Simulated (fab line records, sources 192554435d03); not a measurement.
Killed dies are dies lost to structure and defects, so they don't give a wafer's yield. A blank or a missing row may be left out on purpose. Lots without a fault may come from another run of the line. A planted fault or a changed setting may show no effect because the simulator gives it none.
Split-lot experiment | flow n5_finfet | 7 lots, 21 wafers read, on a route of 1938 steps

THE SPLIT
At N5_BEOL_M15_SPUTTER_44 (material Ta, target thk 15 nm, time 24.19 s), the setting power_w was moved away from the recipe's 15000 W on 5 of the 21 wafers read, by +5.1% to +17.3%. The other wafers ran this setting at the recipe's value.

The reading is taken at the split's own step.

THE READING
Ta_of_BEOL_M15_SPUTTER_44.thk_nm (the simulator's own value, which no gauge read), in nm, at N5_BEOL_M15_SPUTTER_44 (material Ta, target thk 15 nm, time 24.19 s). The file gives no usual value for it. The 16 wafers here that ran the recipe average 15.0 nm, standard deviation 0.24 nm.

wafer  | tool, chamber at the split | power_w as run, W | against the recipe | Ta_of_BEOL_M15_SPUTTER_44.thk_nm, nm | against lot-mates on the recipe
L074.3 | pvd_sputter-03, -          | 17590             | +17.3%             | 17.6                                 | +2.6
L074.6 | pvd_sputter-03, -          | 17590             | +17.3%             | 17.6                                 | +2.6
L074.5 | pvd_sputter-03, -          | 15000             | recipe             | 15                                   | -
L081.1 | pvd_sputter-03, -          | 15000             | recipe             | 15                                   | -
L081.6 | pvd_sputter-03, -          | 15000             | recipe             | 15                                   | -
L081.2 | pvd_sputter-03, -          | 15000             | recipe             | 14.6                                 | -
L082.2 | pvd_sputter-03, -          | 15000             | recipe             | 14.8                                 | -
L082.3 | pvd_sputter-03, -          | 16680             | +11.2%             | 16.4                                 | +1.6
L082.4 | pvd_sputter-03, -          | 16680             | +11.2%             | 16.8                                 | +2.0
L089.2 | pvd_sputter-03, -          | 15000             | recipe             | 15                                   | -
L089.4 | pvd_sputter-03, -          | 15000             | recipe             | 15.4                                 | -
L089.6 | pvd_sputter-03, -          | 15000             | recipe             | 14.6                                 | -
L093.2 | pvd_sputter-01, -          | 15000             | recipe             | 14.8                                 | -
L093.4 | pvd_sputter-01, -          | 15760             | +5.1%              | 15.8                                 | +0.8
L093.6 | pvd_sputter-01, -          | 15000             | recipe             | 15.2                                 | -
L092.1 | pvd_sputter-02, -          | 15000             | recipe             | 15                                   | -
L092.3 | pvd_sputter-02, -          | 15000             | recipe             | 15                                   | -
L092.5 | pvd_sputter-02, -          | 15000             | recipe             | 14.6                                 | -
L096.1 | pvd_sputter-01, -          | 15000             | recipe             | 15.4                                 | -
L096.5 | pvd_sputter-01, -          | 15000             | recipe             | 15                                   | -
L096.6 | pvd_sputter-01, -          | 15000             | recipe             | 15                                   | -

THE FIT
A straight line over all 21 wafers: Ta_of_BEOL_M15_SPUTTER_44.thk_nm changes by +0.151 nm for each +1% of power_w; r = +0.97; the points scatter about the line by 0.23 nm.
The same after taking each lot's own level away (the mean of its wafers on the recipe; 21 wafers): +0.153 nm for each +1%; r = +0.98; scatter 0.21 nm.
On that fit, the largest move of power_w shifts the reading by 2.6 nm.
The lots' own levels span 14.80 to 15.13 nm, that is 1.4 times the standard deviation above.
So the lot-to-lot level changes the slope little: the two slopes agree.
Check: with one of the wafers moved furthest among these (+17.3%) left out of the fit, the line predicts +2.68 nm for it against its lot-mates. It came out at +2.6 nm against them.

OTHER SPLITS ON THESE WAFERS
These wafers also went through other splits before the reading. Each is held against what the fit with the lots' levels taken away leaves over:
other split on the same wafers | wafers away from the commonest value | r with Ta_of_BEOL_M15_SPUTTER_44.thk_nm (lot level and that fit taken away)
N5_BEOL_M13_EXPOSE_07 dose_mj  | 8                                    | -0.31
N5_BEOL_M14_COAT_66 spin_rpm   | 5                                    | +0.03
N5_BEOL_M14_EXPOSE_25 dose_mj  | 5                                    | +0.14
N5_BEOL_M15_SPUTTER_43 time_s  | 10                                   | +0.02

THE FILE'S OWN FIT
Ta_of_BEOL_M15_SPUTTER_44.thk_nm changes by +0.154 nm for each +1% of power_w, r = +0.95.
